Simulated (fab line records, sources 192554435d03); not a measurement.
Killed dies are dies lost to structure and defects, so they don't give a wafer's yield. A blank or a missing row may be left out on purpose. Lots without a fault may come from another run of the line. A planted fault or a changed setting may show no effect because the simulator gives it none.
A struck lot beside a sound one | flow n5_finfet | 37 steps out of a route of 1938
Sound: wafers L780.2, L780.3, L780.6. Struck: wafers L785.2, L785.4, L785.6. The cause comes at the end.
At each step with rows: each side's tool, then ch and its chambers, then its first start. Under that, the readings that differ: sound wafers | struck wafers | difference of the means | sigmas: that difference in standard deviations of wafers without a fault.
alike: readings whose means differ by less than 2 such deviations, and words and numbers that are the same on both sides. not compared: withheld readings, readings that some wafer has no value for, bounds like >300 that may hide the same value, and numbers for which the record gives no deviation and whose values overlap.
The two part at a step that has a row with sigmas, a row that says differs or no value, or rows on one side only. Numbers that don't overlap but have no deviation are shown without sigmas and don't part them. A reading that every wafer of one side lacks parts them only if that side has two wafers or more.

first, 11 steps without rows for these wafers: N5_PMOS_HMC_CHANNEL_EPI_DESCUM_14 (chemistry O2, time 7.9 s); N5_PMOS_HMC_CHANNEL_EPI_ETCH_32 (etches BARC in N2/H2, stops on SiO2, target depth 85.8 nm, time 50.3 s); N5_PMOS_HMC_CHANNEL_EPI_HM_OPEN_15 (chemistry CHF3/O2, target SiO2, target depth 40.6 nm, time 20.3 s); N5_PMOS_HMC_CHANNEL_EPI_STRIP_33 (strips in N2/H2); N5_PMOS_HMC_CHANNEL_EPI_STRIP_17 (strips in SPM, time 750 s); N5_PMOS_HMC_CHANNEL_EPI_ETCH_38 (etches SiO2 in CF4, target depth 1.5 nm); N5_PMOS_HMC_CHANNEL_EPI_FIN_RECESS_16 (chemistry HBr/Cl2, target Si, target depth 54 nm, time 18 s); N5_PMOS_HMC_CHANNEL_EPI_PRECLEAN_36 (cleans in O3/DIW, time 45 s); N5_PMOS_HMC_CHANNEL_EPI_PRECLEAN_18 (cleans in DHF, time 30 s); N5_PMOS_HMC_CHANNEL_EPI_SRD_19 (time 30 s); N5_PMOS_HMC_CHANNEL_EPI_EPI_20 (deposits SiGe30, target thk 59 nm).
N5_PMOS_HMC_CHANNEL_EPI_HM_STRIP_35: strips SiO2 in dHF, material SiO2, target depth 39.6 nm, time 216 s.
  sound on wet_bench-06 ch 2,3,6, day 3 01:05; struck on wet_bench-06 ch 1,4,7, day 4 07:52
then, 24 steps without rows for these wafers: N5_PMOS_HMC_CHANNEL_EPI_SRD_39 (time 30 s); N5_PMOS_HMC_CHANNEL_EPI_CMP_21 (polishes SiGe30, target thk 54 nm); N5_PMOS_HMC_CHANNEL_EPI_PRECLEAN_40 (cleans in DHF, time 30 s); N5_PMOS_HMC_CHANNEL_EPI_PRECLEAN_37 (cleans in O3/DIW, time 45 s); N5_PMOS_HMC_CHANNEL_EPI_PRECLEAN_24 (cleans in DHF, time 30 s); N5_PMOS_HMC_CHANNEL_EPI_SRD_25 (time 30 s); N5_PMOS_HMC_CHANNEL_EPI_EPI_26 (deposits Si from SiH4/H2, target thk 3.8 nm, time 22.7 s); N5_FIN_SAQP_PRECLEAN_42 (cleans in O3/DIW, time 60 s); N5_FIN_SAQP_PRECLEAN_00 (cleans in SC1, time 60 s); N5_FIN_SAQP_PRECLEAN_44 (cleans in SC2, time 45 s); N5_FIN_SAQP_SRD_01 (time 30 s); N5_FIN_SAQP_ALD_61 (deposits SiO2, target thk 4 nm, pulse time 1 s, purge time 2 s); N5_FIN_SAQP_DENSIFY_62 (time 60 s); N5_FIN_SAQP_HM_DEP_03 (deposits SiNx from SiH4/NH3/N2, target thk 38 nm, time 33.6 s); N5_FIN_SAQP_PECVD_47 (deposits a-Si from SiH4/He, target thk 45 nm, time 36.3 s); N5_FIN_SAQP_PECVD_48 (deposits SiNx from SiH4/NH3/N2, target thk 25 nm, time 22.1 s); N5_FIN_SAQP_PECVD_06 (deposits a-Si from SiH4/He, target thk 60 nm, time 48.1 s); N5_FIN_SAQP_HM_DEP_72 (deposits SiO2 from SiH4/N2O, target thk 12 nm, time 7.2 s); N5_FIN_SAQP_COAT_49 (time 60 s, resist thk 100 nm); N5_FIN_SAQP_COAT_50 (time 60 s, resist thk 35 nm); N5_FIN_SAQP_COAT_10 (resist thk 90 nm); N5_FIN_SAQP_EBR_12; N5_FIN_SAQP_SOFTBAKE_11 (time 60 s); N5_FIN_SAQP_EXPOSE_13 (exposes mask FIN CORE, target cd 35.6 nm).
-- the record jumps here: 11 days lie between the struck wafers' starts before and after (it left off in module FIN_SAQP and takes up again in module PASSIVATION, whose first step shown is number 1936 of the route) --
N5_PASSIVATION_PROBE_49:
  sound on prober-02, day 14 04:13; struck on prober-01, day 15 07:37
  reading                  | sound          | struck         | difference | sigmas
  defect_limited_yield (%) | 88.2 91.0 89.0 | 85.6 85.4 83.1 | -4.7       | -3
  killed_at_front_end      | 73 51 55       | 105 115 150    | +64        | +6
  killed_dies              | 139 106 130    | 170 172 199    | +55        | +3
  killed_on_rim            | 17 10 21       | 35 33 27       | +16        | +4
  killed_open              | 101 68 97      | 62 56 49       | -33        | -3
  sort_bin_5_function (%)  | 7.2 5.5 6.8    | 8.4 9.0 10.0   | +2.6       | +3
  sort_n_pass              | 1041 1074 1050 | 1010 1008 981  | -55        | -3
  sort_yield_pct (%)       | 88.2 91.0 89.0 | 85.6 85.4 83.1 | -4.7       | -3
  alike: killed_at_M0_to_M3, killed_at_M4_up, killed_at_contacts, killed_at_other, killed_short, sort_bin_6_memory

WHERE THEY PART
Only at N5_PASSIVATION_PROBE_49, within this record.

WHY: what the simulator had put in
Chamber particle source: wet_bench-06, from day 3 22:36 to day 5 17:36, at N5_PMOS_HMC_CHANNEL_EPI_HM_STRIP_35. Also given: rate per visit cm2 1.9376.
